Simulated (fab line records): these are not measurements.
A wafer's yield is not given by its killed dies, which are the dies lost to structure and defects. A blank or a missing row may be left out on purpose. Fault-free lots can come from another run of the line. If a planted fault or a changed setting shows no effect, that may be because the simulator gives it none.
Matching of chambers | flow nand_harc | NHARC_P_ZERO_WELL_PECVD_02 on pecvd-04 has 3 sister chambers
The step deposits SiO2, target thk 10 nm. 3 wafers are shown with their chamber, then 7 later ones without.

WAFERS PAIRED WITH THEIR CHAMBERS
wafer  | chamber | chamber_pressure_Torr (Torr)
L967.5 | 0       | 6.499
L974.3 | 2       | 6.497
L974.5 | 1       | 6.536

WAFERS MISSING THEIR CHAMBER
wafer  | chamber_pressure_Torr (Torr)
L974.6 | 6.501
L978.1 | 6.493
L978.2 | 6.484
L978.4 | 6.501
L982.1 | 6.491
L982.5 | 6.489
L982.6 | 6.507

EACH ONE'S CHAMBER
wafer  | from the rows above     | in truth
L974.6 | can't be placed: 0 or 2 | 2
L978.1 | can't be placed: 2 or 0 | 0
L978.2 | can't be placed: 2 or 0 | 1
L978.4 | can't be placed: 0 or 2 | 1
L982.1 | can't be placed: 2 or 0 | 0
L982.5 | can't be placed: 2 or 0 | 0
L982.6 | can't be placed: 0 or 2 | 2
0 of 7 placed correctly. From these rows, 7 cannot be placed; in 5 the true chamber is one of the candidates. Wrongly placed: 0.
How it was worked out, from the rows above alone: a wafer's distance from a chamber is the root of the sum, over the readings, of the square of ((its reading less the chamber's mean) divided by the reading's scatter). If the next closest chamber is less than 2 further off than the closest, the wafer can't be placed; otherwise it belongs to the closest. Each chamber's mean is taken over the wafers shown for it. The scatter (one wafer shown for each chamber): square how far every hidden wafer sits from the nearest shown wafer, average those squares and take the square root.
